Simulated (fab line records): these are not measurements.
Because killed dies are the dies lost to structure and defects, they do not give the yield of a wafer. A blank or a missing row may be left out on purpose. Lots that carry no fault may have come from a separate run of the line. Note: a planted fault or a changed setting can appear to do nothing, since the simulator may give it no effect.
fab line records ; flow n5-finfet
record: lots: 10; wafers: 28; last-day: 18
route steps=1938 shown SD_EPI_P@320 BEOL_M4@1098 BEOL_M5@1112 PASSIVATION@1936
lots that met no fault: taken from a fault-free run of the same line
start-h: the number of hours between the record's first day and the start of the first shown wafer of the lot ; wait-h: time in hours since the lot's previous step ; " as in the row above ; L1.1+2: one row covering several wafers at once ; - value missing, or start not given ; * or withheld: withheld ; < > ~ a bound
route shown NAME@n: NAME is a module with steps in the file, n the number in the route of the first one ; usual: mean and standard deviation over wafers with no fault ; same: alike in all rows ; chamber/n: place in a boat ; sites: per-site readings ; _std_site: the standard deviation of these ; _edge_site: mean of outer sites minus mean of inner sites ; radius-mm: how far each site lies from the wafer's centre ; mask NAME#n: copy n ; behind: the last tool/chamber to shape the wafer ; hold: cause of the lot's hold/its duration in hours/its outcome ; device: the n, p or np transistor that did not switch ; end of line: tests run on the same wafers once the route is complete ; for a step that has no rows: nothing shown but its recipe ; killed: count of dies lost to structure and defects at first sort (not the wafer's yield) ; map: a wafer's dies, marking killed ones x, the rest . and places with no die _
set.NAME: the run value of the setting; set.NAME@STEP: its run value at that earlier step ; model.NAME: the simulator's own value behind a step, which no gauge read
steps of the route over a sample of lots; a table a step, a row a wafer
services: when a tool's chamber went out of use (start-h, in hours from the record's first day, below 0 if earlier), for how many hours, and the reason
== steps ==
step: N5_SD_EPI_P_VAPOR_ETCH_44
recipe: chemistry: NF3/Ar; target: SiGe30; temp-c: 25; time-s: 3.3; mode: isotropic
lot.wafer;tool;chamber;start-h;wait-h
L837.1+3+5;epi-rpcvd-01;0;60.28;0.2
L838.2+4+5;epi-rpcvd-03;0;65.04;0.2
L839.3+4+6;epi-rpcvd-04;0;67.97;0.1
L840.2+4+5;epi-rpcvd-03;0;74.26;0.1
L843.2+3+4;epi-rpcvd-03;0;89.98;0.1
L845.2+3+4;epi-rpcvd-03;0;102.29;0.1
L846.1+2+4;epi-rpcvd-03;0;108.75;0.1
L852.3+6;epi-rpcvd-03;0;147.57;0.2
L855.4+6;epi-rpcvd-03;0;162.32;0.3
L858.2+5+6;epi-rpcvd-01;0;183.57;0.2
step: N5_BEOL_M4_SPUTTER_94
recipe: material: Cu; target-thk-a: 45; temp-c: -20; chamber-pressure-pa: 0.07; power-w: withheld; time-s: 8.29
usual: chuck-gas-flow-sccm: 1.26/0.057; substrate-temp-c: -20.00/0.11; throttle-valve-pct: 29.8/1.1
lot.wafer;tool;chamber;start-h;wait-h;chuck-gas-flow-sccm;substrate-temp-c;throttle-valve-pct
L837.1;pvd-sputter-03;-;161.11;0.1;1.25;-20.00;30.5
L837.3;pvd-sputter-03;-;161.11;0.1;1.36;-19.93;28.2
L837.5;pvd-sputter-03;-;161.11;0.1;1.21;-19.90;30.6
L838.2;pvd-sputter-02;-;171.96;0.1;1.23;-20.01;29.4
L838.4;pvd-sputter-02;-;171.96;0.1;1.18;-20.02;30.7
L838.5;pvd-sputter-02;-;171.96;0.1;1.15;-19.92;28.9
L839.3;pvd-sputter-03;-;172.56;0.1;1.33;-20.01;28.9
L839.4;pvd-sputter-03;-;172.56;0.1;1.24;-19.98;28.3
L839.6;pvd-sputter-03;-;172.56;0.1;1.31;-19.90;29.0
L840.2;pvd-sputter-01;-;181.47;0.1;1.20;-19.94;31.4
L840.4;pvd-sputter-01;-;181.47;0.1;1.28;-19.92;30.2
L840.5;pvd-sputter-01;-;181.47;0.1;1.26;-19.82;31.3
L843.2;pvd-sputter-03;-;196.95;0.1;1.32;-20.00;31.1
L843.3;pvd-sputter-03;-;196.95;0.1;1.30;-20.00;31.1
L843.4;pvd-sputter-03;-;196.95;0.1;1.26;-20.19;28.8
L845.2;pvd-sputter-02;-;200.47;0.1;1.22;-19.88;29.3
L845.3;pvd-sputter-02;-;200.47;0.1;1.25;-20.07;28.3
L845.4;pvd-sputter-02;-;200.47;0.1;1.18;-19.87;29.0
L846.1;pvd-sputter-02;-;207.56;0.1;1.22;-19.96;30.2
L846.2;pvd-sputter-02;-;207.56;0.1;1.24;-19.85;28.3
L846.4;pvd-sputter-02;-;207.56;0.1;1.26;-20.13;29.0
L858.2;pvd-sputter-02;-;286.33;0.1;1.37;-20.06;28.2
L858.5;pvd-sputter-02;-;286.33;0.1;1.20;-20.04;29.0
L858.6;pvd-sputter-02;-;286.33;0.1;1.31;-20.04;28.4
L852.3;pvd-sputter-03;-;301.03;0.1;1.18;-19.97;28.2
L852.6;pvd-sputter-03;-;301.03;0.1;1.34;-19.91;30.9
L855.4;pvd-sputter-03;-;302.87;0.1;1.21;-20.09;30.7
L855.6;pvd-sputter-03;-;302.87;0.1;1.22;-19.90;28.2
step: N5_BEOL_M4_DEP_57
recipe: material: SiCN; target-thk-a: 80; temp-c: withheld; precursor: 3MS/NH3; pressure-torr: 3; rf-w: 202; time-s: 14
usual: showerhead-plenum-p-Torr: 3.663/0.016; throttle-valve-pct: 9.2/0.46
lot.wafer;tool;chamber;start-h;wait-h;showerhead-plenum-p-Torr;throttle-valve-pct
L837.1;pecvd-04;1;162.31;0.0;3.682;8.9
L837.3;pecvd-04;2;162.31;0.0;3.654;8.8
L837.5;pecvd-04;1;162.31;0.0;3.679;9.0
L838.2;pecvd-04;0;173.25;0.0;3.678;9.5
L838.4;pecvd-04;2;173.25;0.0;3.666;8.8
L838.5;pecvd-04;1;173.25;0.0;3.675;9.0
L839.3;pecvd-04;2;173.76;0.0;3.656;8.8
L839.4;pecvd-04;0;173.76;0.0;3.682;9.4
L839.6;pecvd-04;1;173.76;0.0;3.686;9.0
L840.2;pecvd-02;1;182.73;0.0;3.650;9.5
L840.4;pecvd-02;1;182.73;0.0;3.659;9.3
L840.5;pecvd-02;0;182.73;0.0;3.652;9.7
L843.2;pecvd-02;2;198.15;0.0;3.645;8.8
L843.3;pecvd-02;1;198.15;0.0;3.656;9.3
L843.4;pecvd-02;1;198.15;0.0;3.659;9.2
L845.2;pecvd-01;2;201.96;0.0;3.622;8.5
L845.3;pecvd-01;0;201.96;0.0;3.678;10.2
L845.4;pecvd-01;1;201.96;0.0;3.669;9.3
L846.1;pecvd-04;1;208.78;0.0;3.681;9.3
L846.2;pecvd-04;0;208.78;0.0;3.675;9.8
L846.4;pecvd-04;1;208.78;0.0;3.681;9.0
L858.2;pecvd-01;0;287.84;0.0;3.688;10.0
L858.5;pecvd-01;2;287.84;0.0;3.634;8.7
L858.6;pecvd-01;0;287.84;0.0;3.683;10.0
L852.3;pecvd-01;2;302.25;0.0;3.632;8.6
L852.6;pecvd-01;2;302.25;0.0;3.636;8.6
L855.4;pecvd-02;1;307.45;0.0;3.648;9.2
L855.6;pecvd-02;0;307.45;0.0;3.657;10.0
step: N5_BEOL_M4_RC_MEAS_101
usual: DIBL_N: 36.3/1.9; DIBL_P: 36.0/2.1; IOFF_N: 0.16/0.031; IOFF_P: 0.21/0.035; IOFF_P_85C: 3.6/0.5; IOFF_P_LIN: 0.100/0.012; ION_N: 675/14; ION_P: 464/8.5; REXT_P: 100.2/2.6; SS_N: 71.5/0.6; SS_P: 73.3/0.72; VT_N: 250/3.2; VT_P: -250/3.1; VT_P_LVT: -98.9/2.6
lot.wafer;tool;chamber;start-h;wait-h;DIBL_N[mV/V];DIBL_P[mV/V];IOFF_N[nA/um];IOFF_P[nA/um];IOFF_P_85C[nA/um];IOFF_P_LIN[nA/um];ION_N[uA/um];ION_P[uA/um];REXT_P[ohm.um];SS_N[mV/dec];SS_P[mV/dec];VT_N[mV];VT_P[mV];VT_P_LVT[mV]
L837.1;prober-02;0;162.43;0.0;37.9;38.3;0.19;0.27;4.4;0.119;683;472;101.8;71.8;74.1;247;-245;-94.9
L837.3;prober-02;0;162.43;0.0;38.2;39.7;0.21;0.31;4.9;0.130;705;484;99.4;71.7;74.4;245;-244;-92.8
L837.5;prober-02;0;162.43;0.0;37.5;38.2;0.19;0.27;4.4;0.118;688;470;100.8;71.7;74.0;245;-246;-95.1
L838.2;prober-02;0;173.52;0.2;33.9;34.2;0.12;0.18;3.2;0.089;658;458;103.9;71.0;72.4;252;-251;-99.4
L838.4;prober-02;0;173.52;0.2;36.2;36.9;0.16;0.23;3.9;0.107;668;462;103.5;71.5;73.3;250;-248;-96.7
L838.5;prober-02;0;173.52;0.2;35.7;35.3;0.14;0.21;3.7;0.102;656;454;103.2;70.8;72.4;252;-249;-97.0
L839.3;prober-01;0;174.19;0.3;33.5;31.3;0.11;0.14;2.6;0.072;649;443;103.1;70.3;72.5;254;-258;-106.3
L839.4;prober-01;0;174.19;0.3;37.7;36.1;0.17;0.20;3.5;0.095;662;455;100.6;72.0;73.5;253;-252;-101.3
L839.6;prober-01;0;174.19;0.3;34.6;32.5;0.13;0.15;2.8;0.079;664;452;102.6;71.9;72.4;253;-256;-104.5
L840.2;prober-01;0;183.01;0.2;34.5;36.0;0.14;0.19;3.3;0.092;691;475;102.7;70.4;73.7;249;-252;-97.6
L840.4;prober-01;0;183.01;0.2;34.5;36.8;0.14;0.20;3.4;0.095;673;464;103.3;70.9;74.3;251;-250;-97.4
L840.5;prober-01;0;183.01;0.2;39.1;41.7;0.24;0.29;4.7;0.124;698;470;103.5;71.9;74.9;242;-247;-93.3
L843.2;prober-02;0;198.42;0.2;39.9;40.2;0.22;0.26;4.4;0.115;692;471;98.2;72.2;75.1;247;-246;-96.3
L843.3;prober-02;0;198.42;0.2;38.3;37.8;0.18;0.23;3.9;0.107;689;473;99.7;71.7;73.6;247;-246;-98.1
L843.4;prober-02;0;198.42;0.2;37.1;35.9;0.17;0.21;3.6;0.101;701;477;99.4;71.5;74.6;246;-248;-98.3
L845.2;prober-01;0;202.23;0.2;33.6;31.7;0.10;0.16;2.9;0.084;667;464;101.4;70.8;71.8;257;-254;-101.9
L845.3;prober-01;0;202.23;0.2;36.4;35.0;0.14;0.21;3.6;0.100;675;462;101.9;72.4;72.9;252;-248;-99.2
L845.4;prober-01;0;202.23;0.2;35.0;34.1;0.12;0.20;3.5;0.099;663;462;99.7;70.9;72.1;255;-249;-98.7
L846.1;prober-01;0;208.91;0.0;37.2;39.2;0.19;0.23;4.0;0.102;662;451;99.2;72.9;73.5;250;-249;-99.8
L846.2;prober-01;0;208.91;0.0;33.7;35.7;0.13;0.18;3.1;0.085;667;454;98.5;70.8;72.9;252;-255;-101.7
L846.4;prober-01;0;208.91;0.0;30.6;31.6;0.09;0.13;2.4;0.068;638;441;99.0;70.6;72.3;256;-255;-105.6
L858.2;prober-02;0;288.12;0.2;38.4;36.3;0.17;0.21;3.7;0.101;663;453;100.3;72.6;73.2;250;-250;-100.3
L858.5;prober-02;0;288.12;0.2;35.6;34.7;0.12;0.19;3.4;0.096;668;464;99.1;71.1;73.2;252;-251;-101.7
L858.6;prober-02;0;288.12;0.2;38.0;37.4;0.16;0.22;3.9;0.106;676;460;102.3;72.0;74.0;248;-246;-100.3
L852.3;prober-01;0;302.67;0.3;33.1;32.6;0.11;0.14;2.6;0.074;665;450;96.1;69.9;72.3;255;-255;-102.2
L852.6;prober-01;0;302.67;0.3;33.9;27.8;0.12;0.06;1.3;0.037;664;402;132.1;70.9;71.4;254;-271;-118.4
L855.4;prober-02;0;308.02;0.5;39.9;38.6;0.21;0.25;4.3;0.111;683;462;103.2;72.6;74.0;245;-247;-97.8
L855.6;prober-02;0;308.02;0.5;40.5;33.9;0.24;0.12;2.4;0.061;715;428;139.5;72.2;73.0;244;-261;-111.1
step: N5_BEOL_M5_ILD_DEP_00
recipe: material: SiCOH_lowk; target-thk-a: 1406.4; temp-c: 300; precursor: DEMS/porogen; pressure-torr: 5; rf-w: 500; time-s: 25.9
usual: heater-power-outer-w: 164/50; heater-power-w: 349/80; showerhead-plenum-p-Torr: 5.737/0.021; throttle-valve-pct: 14.3/0.82
lot.wafer;tool;chamber;start-h;wait-h;heater-power-outer-w;heater-power-w;showerhead-plenum-p-Torr;throttle-valve-pct
L837.1;pecvd-01;2;163.39;0.8;264;525;5.706;13.0
L837.3;pecvd-01;1;163.39;0.8;124;303;5.755;14.3
L837.5;pecvd-01;0;163.39;0.8;133;288;5.775;15.4
L838.2;pecvd-01;2;174.33;0.7;271;515;5.703;13.1
L838.4;pecvd-01;2;174.33;0.7;279;530;5.707;13.1
L838.5;pecvd-01;0;174.33;0.7;156;304;5.773;15.6
L839.3;pecvd-01;1;174.84;0.5;121;295;5.757;14.7
L839.4;pecvd-01;0;174.84;0.5;181;339;5.767;15.5
L839.6;pecvd-01;2;174.84;0.5;247;476;5.694;13.0
L840.2;pecvd-01;0;183.81;0.7;152;310;5.750;15.7
L840.4;pecvd-01;2;183.81;0.7;249;498;5.719;12.7
L840.5;pecvd-01;1;183.81;0.7;117;297;5.746;14.2
L843.2;pecvd-01;2;199.24;0.7;230;473;5.710;13.1
L843.3;pecvd-01;1;199.24;0.7;88;257;5.751;14.6
L843.4;pecvd-01;1;199.24;0.7;92;269;5.748;14.2
L845.2;pecvd-02;0;203.05;0.7;117;273;5.734;14.4
L845.3;pecvd-02;2;203.05;0.7;212;432;5.727;13.7
L845.4;pecvd-02;1;203.05;0.7;106;263;5.736;14.2
L846.1;pecvd-02;0;209.87;0.8;119;263;5.741;14.6
L846.2;pecvd-02;2;209.87;0.8;188;408;5.714;13.5
L846.4;pecvd-02;0;209.87;0.8;122;268;5.742;14.8
L858.2;pecvd-02;0;288.92;0.7;139;289;5.732;14.7
L858.5;pecvd-02;0;288.92;0.7;147;298;5.726;14.6
L858.6;pecvd-02;1;288.92;0.7;139;299;5.723;14.4
L852.3;pecvd-02;0;303.33;0.5;138;293;5.728;14.6
L852.6;pecvd-02;2;303.33;0.5;197;440;5.721;13.7
L855.4;pecvd-01;1;308.53;0.4;124;316;5.742;14.7
L855.6;pecvd-01;2;308.53;0.4;241;480;5.706;13.2
step: N5_PASSIVATION_PROBE_49
usual: defect-limited-yield: 91.0/1.5; killed_at_M0_to_M3: 32/9.6; killed_at_M4_up: 13/4.7; killed-at-contacts: 13/7.2; killed-at-front-end: 44/13; killed-at-other: 4/3.4; killed-dies: 106/18; killed-open: 70/13; killed-short: 35/8; sort_bin_5_function: 5.3/0.97; sort_bin_6_memory: 3.4/0.73; sort_bin_8_speed: 0.00/0.036; sort-n-pass: 1074/18; sort-yield-pct: 91.0/1.5
same: gross-dies: 1180; killed-at-back-side: 0; sort_bin_4_leakage[%]: 0
lot.wafer;tool;chamber;start-h;wait-h;defect-limited-yield[%];killed_at_M0_to_M3;killed_at_M4_up;killed-at-contacts;killed-at-front-end;killed-at-other;killed-dies;killed-open;killed-short;sort_bin_5_function[%];sort_bin_6_memory[%];sort_bin_8_speed[%];sort-n-pass;sort-yield-pct[%]
L843.2;prober-02;-;279.61;0.1;91.7;19;15;19;33;12;98;64;34;4.5;3.5;0;1082;91.7
L843.3;prober-02;-;279.66;0.1;91.3;21;14;12;47;9;103;67;35;4.3;4.1;0;1077;91.3
L843.4;prober-02;-;279.71;0.2;93.1;18;16;21;25;2;82;56;26;4.2;2.5;0;1098;93.1
L855.4;prober-01;-;420.96;0.2;90.3;32;10;18;49;5;114;76;32;5.4;3.7;0;1066;90.3
L855.6;prober-01;-;421.06;0.3;87.6;49;20;12;58;7;146;98;48;6.5;5.4;47.37;475;40.3
L852.3;prober-02;-;425.17;0.1;89.3;19;11;13;76;7;126;68;55;6.4;3.9;0;1054;89.3
L852.6;prober-02;-;425.32;0.3;90.3;43;10;10;47;5;115;76;30;4.7;4.2;90.25;0;0
killed by level:class
L843.2 MOL_CONTACT_COAG:geometric-particle:open=15 FIN_SAQP:geometric-particle:open=8 BEOL_M0_SAQP:geometric-particle:open=8 FIN_SAQP:geometric-particle:short=6 DUMMY_GATE:geometric-particle:open=6 BEOL_M4:geometric-particle:short=5 BEOL_M4:geometric-particle:open=5 MOL_CONTACT_COAG:geometric-particle:short=4
L843.3 STI_FIN_REVEAL:geometric-particle:open=10 MOL_CONTACT_COAG:geometric-particle:open=8 FIN_SAQP:geometric-particle:open=7 GATE_CUT:geometric-particle:short=5 GATE_CUT:geometric-particle:open=5 BEOL_M0_SAQP:geometric-particle:open=5 BEOL_M0_SAQP:geometric-particle:short=5 FIN_SAQP:geometric-particle:short=4
L843.4 MOL_CONTACT_COAG:geometric-particle:open=16 BEOL_M4:geometric-particle:open=9 FIN_SAQP:geometric-particle:open=6 BEOL_M4:geometric-particle:short=6 GATE_CUT:geometric-particle:open=6 MOL_CONTACT_COAG:geometric-particle:short=5 BEOL_M0:geometric-particle:open=4 STI_FIN_REVEAL:geometric-particle:open=3
L855.4 FIN_SAQP:geometric-particle:open=14 BEOL_M0_SAQP:geometric-particle:open=14 MOL_CONTACT_COAG:geometric-particle:open=14 FIN_SAQP:geometric-particle:short=11 STI_FIN_REVEAL:geometric-particle:open=8 BEOL_M0_SAQP:geometric-particle:short=7 BEOL_M3:geometric-particle:open=6 BEOL_M4:geometric-particle:open=6
L855.6 FIN_SAQP:geometric-particle:open=21 BEOL_M0_SAQP:geometric-particle:short=18 BEOL_M0_SAQP:geometric-particle:open=15 FIN_SAQP:geometric-particle:short=12 BEOL_M4:geometric-particle:open=11 MOL_CONTACT_COAG:geometric-particle:open=11 STI_FIN_REVEAL:geometric-particle:open=10 BEOL_M3:geometric-particle:open=9
L852.3 FIN_SAQP:geometric-particle:short=28 FIN_SAQP:geometric-particle:open=23 MOL_CONTACT_COAG:geometric-particle:open=9 GATE_CUT:geometric-particle:short=8 ILD0:geometric-particle:open=6 BEOL_M2:geometric-particle:open=6 BEOL_M4:geometric-particle:open=5 STARTING-WAFER:geometric-particle:open=4
L852.6 FIN_SAQP:geometric-particle:open=13 BEOL_M2:geometric-particle:open=13 MOL_CONTACT_COAG:geometric-particle:open=10 BEOL_M0_SAQP:geometric-particle:short=10 BEOL_M0_SAQP:geometric-particle:open=7 FIN_SAQP:geometric-particle:short=6 HKMG_FIN:area-etch=6 GATE_CUT:geometric-particle:open=5
== services ==
tool;chamber;start-h;hours;kind
epi-rpcvd-04;-;61.41;2.7;repair
pecvd-01;-;68.86;5.5;pm
pvd-sputter-01;-;95.01;3.0;repair
epi-rpcvd-01;-;96.50;1.0;repair
pvd-sputter-02;-;100.00;1.3;repair
epi-rpcvd-01;-;112.72;14.6;pm
pecvd-04;2;124.66;5.0;scheduled-down
pecvd-04;0;128.16;4.9;repair
pecvd-04;2;129.89;5.5;scheduled-down
pecvd-02;-;153.90;0.6;repair
epi-rpcvd-04;-;155.36;0.6;repair
pecvd-01;-;157.17;2.1;repair
pecvd-02;-;191.55;2.8;pm
pecvd-01;0;210.55;5.5;scheduled-down
pecvd-01;2;216.01;5.5;scheduled-down
epi-rpcvd-04;-;221.72;1.2;repair
pecvd-02;0;231.36;2.1;scheduled-down
pecvd-01;2;233.55;2.1;scheduled-down
pecvd-02;1;236.93;5.5;scheduled-down
epi-rpcvd-04;-;261.77;8.1;pm
pvd-sputter-01;-;273.00;6.9;repair
pecvd-02;0;279.40;5.5;scheduled-down
pecvd-04;2;301.30;3.7;repair
pvd-sputter-01;-;303.61;2.6;repair
== key ==
first-sign: step: N5_BEOL_M4_RC_MEAS_101; reading: REXT_P; direction: up; sigmas: 14; usual: 100.2; struck: 135.8
effect: step: N5_BEOL_M4_RC_MEAS_101; reading: VT_P_LVT; direction: down; sigmas: 6; usual: -98.9; struck: -114.8
effect: step: N5_BEOL_M4_RC_MEAS_101; reading: ION_P; direction: down; sigmas: 5.8; usual: 464; struck: 415
effect: step: N5_BEOL_M4_RC_MEAS_101; reading: VT_P; direction: down; sigmas: 5; usual: -250; struck: -266
effect: step: N5_BEOL_M4_RC_MEAS_101; reading: IOFF_P_LIN; direction: down; sigmas: 4.1; usual: 0.100; struck: 0.049
effect: step: N5_BEOL_M4_RC_MEAS_101; reading: IOFF_P_85C; direction: down; sigmas: 3.6; usual: 3.6; struck: 1.8
effect: step: N5_BEOL_M4_RC_MEAS_101; reading: IOFF_P; direction: down; sigmas: 3.4; usual: 0.21; struck: 0.09
effect: step: N5_PASSIVATION_PROBE_49; reading: sort_bin_8_speed; direction: up; sigmas: 99+; usual: 0.00; struck: 68.81
met-at N5_SD_EPI_P_VAPOR_ETCH_44
struck-lots L852,L855
struck-wafers L852.6,L855.6
not-acting-at N5_BEOL_M4_SPUTTER_94,N5_BEOL_M4_DEP_57,N5_BEOL_M5_ILD_DEP_00
onset-between 108.75 147.57
fault: kind: process-parameter-drift; tool: epi-rpcvd-03; chamber: -; onset-h: 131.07; steps: N5_SD_EPI_P_VAPOR_ETCH_44; channel: time-s; offset: *; shape: step; end-h: 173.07; scope: struck-wafers-only; acts-in: *; stated: *
